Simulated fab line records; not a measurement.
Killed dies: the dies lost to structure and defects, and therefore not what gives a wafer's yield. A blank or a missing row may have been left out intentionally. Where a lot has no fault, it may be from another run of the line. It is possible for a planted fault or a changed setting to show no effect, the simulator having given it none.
Which tool did it? -- flow nandHarc -- 11 lots, 33 wafers sampled, at 5 steps of a route of 1302

## WHAT THE GAUGES READ, wafer by wafer
NHARC_END_SORT_01.
lot,measured,on,killedAtArray
L385,day 28 18:16,prober-01,71 662 82

## WHICH TOOL RAN EACH LOT (tool, then ch and the chambers of the sampled wafers, then the start)
lot,NHARC_A_STAIRCASE_ETCH_444,NHARC_A_SGD_CUT_ETCH_59,NHARC_A_SGD_CUT_STRIP_17,NHARC_A_SGD_CUT_ETCHBACK_24
L376,"rieDiel-07 ch 1,2,3, day 18 11:58","rieDiel-09 ch 2,3, day 18 19:47","rieDiel-09 ch 0,2,3, day 19 01:35 or earlier","rieDiel-03 ch 2,3, day 19 01:35"
L377,"rieDiel-13 ch 0,3, day 19 05:14","rieDiel-03 ch 0,1,3, day 19 13:19","rieDiel-03 ch 0,1,2, day 19 19:28 or earlier","rieDiel-03 ch 0,3, day 19 19:28"
L381,"rieDiel-07 ch 2,3, day 20 12:34","rieDiel-09 ch 0,1,2, day 20 21:02","rieDiel-09 ch 2,3, day 21 02:41 or earlier","rieDiel-09 ch 0,1,2, day 21 02:41"
L385,"rieDiel-07 ch 0,1,2, day 22 23:55","rieDiel-09 ch 0,2,3, day 23 07:21","rieDiel-09 ch 1,2,3, day 23 15:32 or earlier","rieDiel-03 ch 1,2,3, day 23 15:32"
L391,"rieDiel-07 ch 0,1,2, day 25 01:24","rieDiel-08 ch 0,2, day 25 09:32","rieDiel-08 ch 0,1,3, day 25 15:37 or earlier","rieDiel-08 ch 2,3, day 25 15:37"
L393,"rieDiel-13 ch 2,3, day 25 11:52","rieDiel-03 ch 1,2, day 25 21:02","rieDiel-03 ch 1,3, day 26 02:05 or earlier","rieDiel-08 ch 0,2, day 26 02:05"
L395,"rieDiel-07 ch 0,1,2, day 26 10:30","rieDiel-03 ch 0,1, day 26 17:15","rieDiel-03 ch 1,2, day 26 23:48 or earlier","rieDiel-08 ch 0,1,3, day 26 23:48"
L396,"rieDiel-13 ch 1,3, day 27 02:13","rieDiel-09 ch 1,3, day 27 10:01","rieDiel-09 ch 0,1, day 27 16:14 or earlier","rieDiel-09 ch 0,2,3, day 27 16:14"
L397,"rieDiel-01 ch 0,2, day 27 18:08","rieDiel-08 ch 0,2, day 28 07:39","rieDiel-08 ch 0,1,2, day 28 13:56 or earlier","rieDiel-03 ch 0,1, day 28 13:56"
L398,"rieDiel-13 ch 0,1,2, day 28 02:36","rieDiel-03 ch 1,2, day 28 10:05","rieDiel-03 ch 0,3, day 28 13:58 or earlier","rieDiel-08 ch 0,1,3, day 28 13:58"
L399,"rieDiel-07 ch 1,2,3, day 28 19:31","rieDiel-08 ch 0,1,3, day 29 03:38","rieDiel-08 ch 0,1,2, day 29 09:53 or earlier","rieDiel-03 ch 0,2,3, day 29 09:53"
- NHARC_A_STAIRCASE_ETCH_444: etches the open film in C4F8/O2, target depth 20400 nm, time 6800 s.
- NHARC_A_SGD_CUT_ETCH_59: etches the open film in N2/H2, target depth 260 nm, time 406.25 s.
- NHARC_A_SGD_CUT_STRIP_17: strips in O2.
- NHARC_A_SGD_CUT_ETCHBACK_24: etches the open film in CH3F/O2, target depth 50 nm, time 92.857 s.

## THE ANSWER, worked out from the rows above alone
Rule: the lots themselves supply what counts as usual. The widest of any qualifying gaps counts: lots, ordered by their means at a reading, are off when they make up no more than a third of the lots, leave a main group of 4 or more, and stand apart from it by 3 or more times the standard deviation of that group's means. A main group whose means are all the same, to the digits that the tables above print for the reading, isn't used. Also off: a lot with no number at a reading for which 4 or more lots have one. Any other lot the step has rows for is counted as sound.
Nothing can be told from this: no lot is off at any reading shown.

## WHAT THE SIMULATOR HAD PUT IN
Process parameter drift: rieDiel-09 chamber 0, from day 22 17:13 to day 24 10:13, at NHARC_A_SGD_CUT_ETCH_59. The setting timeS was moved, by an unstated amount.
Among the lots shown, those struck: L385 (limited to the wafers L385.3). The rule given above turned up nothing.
